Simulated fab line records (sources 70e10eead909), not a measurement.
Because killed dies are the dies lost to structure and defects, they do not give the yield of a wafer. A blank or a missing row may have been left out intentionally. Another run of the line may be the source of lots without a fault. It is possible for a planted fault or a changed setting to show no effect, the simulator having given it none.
fab line records    flow nand_harc    part 2 of 2: steps 29 to 37 of 37
[record] lots = 5  wafers = 15  last_day = 24
route steps=1159 shown A_START@389 A_ZERO_WELL@390 A_SOURCE_PLATE@413 A_ONON_D1@424
lots that met no fault: taken from a fault-free run of the same line
start_h: start of the lot's first displayed wafer, in hours after the record's first day    wait_h: hours since the lot's step before    " the same as in the row above    L1.1+2: a row that stands for several wafers    - no value, or no start was given    * or withheld: withheld    < > ~ a bound
route shown NAME@n: a module of which the file shows steps, and the number in the route of the first    usual: the fault-free wafers' mean and standard deviation    same: alike in all rows    chamber/n: place in a boat    sites: per-site readings    _std_site: how widely they spread, as a standard deviation    _edge_site: the outer-site mean with the inner-site mean subtracted    radius_mm: how far each site lies from the wafer's centre    mask NAME#n: copy n    behind: the tool/chamber that last shaped the wafer    hold: the reason the lot was held/the length of the hold in hours/how it ended    device: transistor that didn't switch, given as n, p or np    end of line: the tests these same wafers got at the end of their route    a step without rows: its recipe alone    killed: the dies lost at the first sort to structure and to defects; this is not the yield of the wafer    map: a wafer's dies, x killed, . not, _ none there
set.NAME: the run value of the setting; set.NAME@STEP: its run value at that earlier step    model.NAME: the simulator's own value behind a step, which no gauge read
lots at some steps of the route; a table a step, a row a wafer
services: a tool's chamber out of use, with start hour (start_h, from the record's first day; less than 0 if before it), hours out, and reason
[[steps]]
[step NHARC_A_SOURCE_PLATE_CVD_03]
[recipe] target_thk_a = 2000  temp_c = 620  pressure_mtorr = 200  time_s = 4000  material = poly-Si
[usual] pressure_mtorr = 200.1/0.42  spike_tc_top_C = 636.4/1.1  zone_power_centre_pct = 8.0/0.51
lot.wafer  tool           chamber  start_h  wait_h  pressure_mtorr  spike_tc_top_C  zone_power_centre_pct
L075.1     lpcvd_poly-03  0        160.42   -       199.5           635.6           7.3
L075.2     "              0        "        "       199.4           636.6           7.3
L075.3     "              0        "        "       199.5           636.0           7.4
L079.1     lpcvd_poly-03  0        177.55   -       200.0           634.9           7.5
L079.3     "              0        "        "       199.5           636.3           7.4
L079.5     "              0        "        "       200.1           636.2           7.3
L082.1     lpcvd_poly-04  0        196.08   -       200.8           638.3           9.0
L082.3     "              0        "        "       200.6           636.8           9.2
L082.5     "              0        "        "       200.2           638.8           9.1
L087.1     lpcvd_poly-02  0        222.23   -       199.5           633.6           8.1
L087.4     "              0        "        "       200.0           636.1           8.0
L087.5     "              0        "        "       200.1           635.3           8.2
L094.1     lpcvd_poly-03  0        266.63   -       200.4           636.3           7.4
L094.2     "              0        "        "       200.8           635.7           7.3
L094.4     "              0        "        "       200.7           636.4           7.4
[step NHARC_A_SOURCE_PLATE_ANNEAL_05]
[recipe] temp_c = 850  time_s = 1800
[usual] spike_tc_top_C = 861.0/2.1  zone_power_centre_pct = 15.9/1.3
lot.wafer  tool        chamber  start_h  wait_h  spike_tc_top_C  zone_power_centre_pct
L075.1     furnace-05  0        167.41   3.9     859.6           15.1
L075.2     "           0        "        "       863.1           15.3
L075.3     "           0        "        "       864.0           15.4
L079.1     furnace-05  0        183.83   3.2     863.4           15.3
L079.3     "           0        "        "       862.0           14.9
L079.5     "           0        "        "       863.8           15.2
L082.1     furnace-08  0        203.17   4.0     862.6           20.2
L082.3     "           0        "        "       860.7           20.2
L082.5     "           0        "        "       860.6           20.1
L087.1     furnace-04  0        228.85   3.5     859.1           16.1
L087.4     "           0        "        "       858.2           16.1
L087.5     "           0        "        "       859.0           15.8
L094.1     furnace-04  0        273.29   3.5     858.3           15.7
L094.2     "           0        "        "       858.6           15.9
L094.4     "           0        "        "       859.9           16.4
[step NHARC_A_SOURCE_PLATE_THK_MEAS_06]
[recipe] thk_meas_gauge = ellipsometry
[usual] thk_nm = 200.4/2.1
lot.wafer  tool           chamber  start_h  wait_h  thk_nm
L075.1     film_metro-01  -        171.30   0.4     198.1
L075.2     "              -        "        "       199.3
L075.3     "              -        "        "       199.7
L079.1     film_metro-01  -        187.82   0.4     202.7
L079.3     "              -        "        "       202.3
L079.5     "              -        "        "       200.1
L082.1     film_metro-01  -        207.17   0.4     197.3
L082.3     "              -        "        "       199.0
L082.5     "              -        "        "       199.4
L087.1     film_metro-01  -        232.81   0.4     200.3
L087.4     "              -        "        "       200.4
L087.5     "              -        "        "       199.6
L094.1     film_metro-01  -        277.20   0.4     200.5
L094.2     "              -        "        "       200.9
L094.4     "              -        "        "       196.9
[step NHARC_A_SOURCE_PLATE_INSPECT_08]
[usual] raw_defect_count = 59/23
lot.wafer  tool               chamber  start_h  wait_h  raw_defect_count
L075.1     defect_inspect-02  -        171.41   0.0     38
L075.2     "                  -        "        "       43
L075.3     "                  -        "        "       60
L079.1     defect_inspect-02  -        187.90   0.0     51
L079.3     "                  -        "        "       33
L079.5     "                  -        "        "       56
L082.1     defect_inspect-01  -        207.23   0.0     65
L082.3     "                  -        "        "       89
L082.5     "                  -        "        "       54
L087.1     defect_inspect-01  -        232.88   0.0     173
L087.4     "                  -        "        "       109
L087.5     "                  -        "        "       86
L094.1     defect_inspect-01  -        277.31   0.0     48
L094.2     "                  -        "        "       59
L094.4     "                  -        "        "       42
[step NHARC_A_ONON_D1_DEP_00]
[recipe] target_thk_a = 10000  n2_flow_sccm = 2750  n2o_flow_sccm = 2000  nh3_flow_sccm = 500  sih4_flow_sccm = 210  temp_c = 400
[usual] nh3_flow_sccm = 499.8/1.3  sih4_flow_sccm = 209.8/0.7  susceptor_temp_C = 400.05/0.23
lot.wafer  tool           chamber  start_h  wait_h  nh3_flow_sccm  sih4_flow_sccm  susceptor_temp_C
L075.1     pecvd_onon-01  0        171.47   0.1     500.4          208.7           400.15
L075.2     "              0        "        "       500.2          209.3           399.73
L075.3     "              0        "        "       499.8          209.6           399.85
L079.1     pecvd_onon-01  0        187.97   0.1     499.4          208.9           399.73
L079.3     "              0        "        "       500.7          209.5           399.84
L079.5     "              0        "        "       500.1          208.6           400.07
L082.1     pecvd_onon-02  0        207.51   0.3     496.6          209.2           399.88
L082.3     "              0        "        "       496.3          209.9           400.20
L082.5     "              0        "        "       500.2          210.0           400.12
L087.1     pecvd_onon-03  0        232.94   0.1     503.6          209.0           399.47
L087.4     "              0        "        "       501.2          209.0           400.19
L087.5     "              0        "        "       499.9          209.5           399.90
L094.1     pecvd_onon-01  0        277.37   0.1     501.6          210.5           400.08
L094.2     "              0        "        "       499.8          209.7           399.88
L094.4     "              0        "        "       498.7          210.5           400.20
[step NHARC_A_ONON_D1_THK_MEAS_02]
[recipe] thk_meas_gauge = ellipsometry
[usual] thk_nm = 1000/9.1
lot.wafer  tool           chamber  start_h  wait_h  thk_nm
L075.1     film_metro-01  -        171.98   -       998
L075.2     "              -        "        "       997
L075.3     "              -        "        "       998
L079.1     film_metro-01  -        188.47   -       991
L079.3     "              -        "        "       992
L079.5     "              -        "        "       990
L082.1     film_metro-01  -        208.02   -       986
L082.3     "              -        "        "       986
L082.5     "              -        "        "       986
L087.1     film_metro-02  -        233.46   -       998
L087.4     "              -        "        "       995
L087.5     "              -        "        "       998
L094.1     film_metro-02  -        277.88   -       1015
L094.2     "              -        "        "       1017
L094.4     "              -        "        "       1015
[step NHARC_A_ONON_D1_DEP_03]
[recipe] target_thk_a = 10000  n2_flow_sccm = 2750  n2o_flow_sccm = 2000  nh3_flow_sccm = 500  sih4_flow_sccm = 210  temp_c = 400
[usual] nh3_flow_sccm = 500.1/1.5  sih4_flow_sccm = 210.0/0.65  susceptor_temp_C = 400.03/0.2
lot.wafer  tool           chamber  start_h  wait_h  nh3_flow_sccm  sih4_flow_sccm  susceptor_temp_C
L075.1     pecvd_onon-01  0        172.04   0.1     500.6          209.1           400.11
L075.2     "              0        "        "       498.9          209.4           399.80
L075.3     "              0        "        "       498.5          208.5           400.13
L079.1     pecvd_onon-01  0        188.53   0.1     501.4          210.2           399.70
L079.3     "              0        "        "       500.9          210.2           400.16
L079.5     "              0        "        "       500.5          211.2           399.86
L082.1     pecvd_onon-01  0        208.08   0.1     500.2          209.3           399.91
L082.3     "              0        "        "       499.8          209.2           400.18
L082.5     "              0        "        "       498.5          209.3           400.01
L087.1     pecvd_onon-01  0        233.52   0.1     501.1          210.2           399.72
L087.4     "              0        "        "       500.9          210.5           399.99
L087.5     "              0        "        "       501.0          209.8           400.25
L094.1     pecvd_onon-03  0        277.94   0.1     498.1          211.0           400.08
L094.2     "              0        "        "       499.3          210.7           400.16
L094.4     "              0        "        "       501.3          210.6           399.86
[step NHARC_A_ONON_D1_THK_MEAS_05]
[recipe] thk_meas_gauge = ellipsometry
[usual] thk_nm = 1002/7.9
lot.wafer  tool           chamber  start_h  wait_h  thk_nm
L075.1     film_metro-02  -        172.55   -       987
L075.2     "              -        "        "       984
L075.3     "              -        "        "       987
L079.1     film_metro-01  -        189.04   -       1007
L079.3     "              -        "        "       1006
L079.5     "              -        "        "       1005
L082.1     film_metro-02  -        208.59   -       1001
L082.3     "              -        "        "       1000
L082.5     "              -        "        "       999
L087.1     film_metro-01  -        234.03   -       1016
L087.4     "              -        "        "       1020
L087.5     "              -        "        "       1017
L094.1     film_metro-02  -        278.45   -       998
L094.2     "              -        "        "       997
L094.4     "              -        "        "       996
[step NHARC_A_ONON_D1_DEP_06]
[recipe] target_thk_a = 10000  n2_flow_sccm = 2750  n2o_flow_sccm = 2000  nh3_flow_sccm = 500  sih4_flow_sccm = 210  temp_c = 400
[usual] nh3_flow_sccm = 499.6/1.3  sih4_flow_sccm = 209.9/0.61  susceptor_temp_C = 399.96/0.23
lot.wafer  tool           chamber  start_h  wait_h  nh3_flow_sccm  sih4_flow_sccm  susceptor_temp_C
L075.1     pecvd_onon-01  0        172.61   0.1     503.4          210.3           399.83
L075.2     "              0        "        "       497.8          210.0           399.65
L075.3     "              0        "        "       500.6          209.7           399.81
L079.1     pecvd_onon-01  0        189.10   0.1     499.8          209.6           400.00
L079.3     "              0        "        "       498.0          208.7           399.78
L079.5     "              0        "        "       499.0          210.1           400.13
L082.1     pecvd_onon-01  0        208.65   0.1     497.9          209.3           400.00
L082.3     "              0        "        "       497.8          209.7           399.84
L082.5     "              0        "        "       499.0          209.5           399.99
L087.1     pecvd_onon-02  0        234.14   0.1     501.1          210.9           400.34
L087.4     "              0        "        "       498.9          210.5           400.18
L087.5     "              0        "        "       499.2          211.1           400.34
L094.1     pecvd_onon-02  0        278.50   0.1     499.3          210.3           400.12
L094.2     "              0        "        "       499.5          210.9           399.77
L094.4     "              0        "        "       499.3          211.3           400.23
[[services]]
tool            chamber  start_h  hours  kind
krf_scanner-04  -        126.00   4.0    pm
rie_si-01       -        127.00   9.0    pm
implanter-01    -        129.88   3.0    repair
rie_si-04       1        136.38   3.1    repair
wet_bench-03    -        146.40   8.0    pm
pecvd_onon-03   -        153.00   13.0   pm
wet_bench-09    -        156.28   4.0    repair
wet_bench-07    -        158.12   8.1    repair
rie_diel-05     -        163.60   9.0    pm
litho_track-02  -        165.00   7.0    pm
wet_bench-02    -        180.00   8.0    pm
litho_track-07  -        189.00   7.0    pm
rie_diel-11     -        189.50   9.0    pm
implanter-02    -        191.32   3.8    repair
pecvd_onon-01   -        195.00   13.0   pm
litho_track-03  -        213.00   7.0    pm
wet_bench-01    -        213.66   8.0    pm
lpcvd_poly-03   -        222.07   1.6    repair
rie_diel-11     0        253.74   16.7   repair
rie_si-04       -        254.27   0.6    repair
wet_bench-03    -        269.91   3.5    repair
wet_bench-07    -        272.01   8.0    pm
rie_diel-11     -        275.28   0.6    repair
rie_si-04       -        276.00   9.0    pm
